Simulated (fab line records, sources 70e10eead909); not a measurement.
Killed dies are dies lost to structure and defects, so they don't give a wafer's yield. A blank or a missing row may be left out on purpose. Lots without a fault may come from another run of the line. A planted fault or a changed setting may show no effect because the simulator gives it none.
Chamber matching | flow nand_harc | NHARC_P_ZERO_WELL_DESCUM_26 on rie_diel-11: 4 sister chambers
The step chemistry O2, time 3 s. 18 wafers are shown with their chamber, then 9 later ones without.

WAFERS WITH THEIR CHAMBER
wafer  | chamber | drypump_motor_current_A (A) | throttle_valve_pct (%) | oes_product_au (a.u.)
L077.1 | 0       | 6.0                         | 11.296                 | 0.996
L077.5 | 2       | 6.5                         | 11.327                 | 0.993
L077.6 | 1       | 6.1                         | 11.294                 | 0.991
L078.1 | 0       | 6.0                         | 11.325                 | 1.000
L078.4 | 2       | 6.5                         | 11.318                 | 0.990
L078.5 | 3       | 5.8                         | 11.307                 | 0.994
L080.4 | 1       | 6.1                         | 11.301                 | 0.971
L080.5 | 3       | 5.8                         | 11.308                 | 0.999
L080.6 | 0       | 6.0                         | 11.297                 | 0.984
L084.1 | 3       | 5.8                         | 11.316                 | 0.984
L084.3 | 0       | 6.0                         | 11.302                 | 0.986
L084.6 | 3       | 5.8                         | 11.320                 | 1.000
L086.2 | 3       | 5.8                         | 11.324                 | 1.001
L086.3 | 1       | 6.1                         | 11.300                 | 0.984
L086.4 | 2       | 6.6                         | 11.308                 | 1.002
L091.4 | 0       | 6.0                         | 11.313                 | 0.983
L091.5 | 0       | 6.0                         | 11.305                 | 0.991
L091.6 | 1       | 6.1                         | 11.312                 | 0.988

SIGNATURES (means of the wafers above)
reading                 | chamber 0 | chamber 1 | chamber 2 | chamber 3 | scatter within a chamber
drypump_motor_current_A | 6.000     | 6.100     | 6.533     | 5.800     | 0.0218
throttle_valve_pct      | 11.30633  | 11.30175  | 11.31767  | 11.31500  | 0.00917
oes_product_au          | 0.99000   | 0.98350   | 0.99500   | 0.99560   | 0.0073
Rule: a wafer's distance from a chamber is the root of the sum, over the readings, of the square of ((its reading less the chamber's mean) divided by the reading's scatter). The wafer belongs to the nearest chamber; if the next one is less than 2 further off, it can't be placed. The scatter: the root of (the sum of the squares of (reading less its chamber's mean) over the shown wafers, divided by (wafers less chambers)).

WAFERS WITHOUT THEIR CHAMBER
wafer  | drypump_motor_current_A (A) | throttle_valve_pct (%) | oes_product_au (a.u.)
L092.2 | 5.8                         | 11.308                 | 0.998
L092.5 | 6.1                         | 11.295                 | 0.987
L092.6 | 6.5                         | 11.318                 | 1.000
L093.1 | 6.1                         | 11.302                 | 0.993
L093.3 | 5.8                         | 11.311                 | 1.004
L093.5 | 6.5                         | 11.296                 | 0.998
L094.2 | 6.1                         | 11.304                 | 0.981
L094.3 | 6.6                         | 11.313                 | 1.005
L094.4 | 6.0                         | 11.319                 | 0.982

WHICH CHAMBER EACH WENT THROUGH
wafer  | from the rows above | in truth
L092.2 | 3                   | 3
L092.5 | 1                   | 1
L092.6 | 2                   | 2
L093.1 | 1                   | 1
L093.3 | 3                   | 3
L093.5 | 2                   | 2
L094.2 | 1                   | 1
L094.3 | 2                   | 2
L094.4 | 0                   | 0
Placed correctly: 9 of 9. Can't be placed from these rows: 0. Placed wrongly: 0.
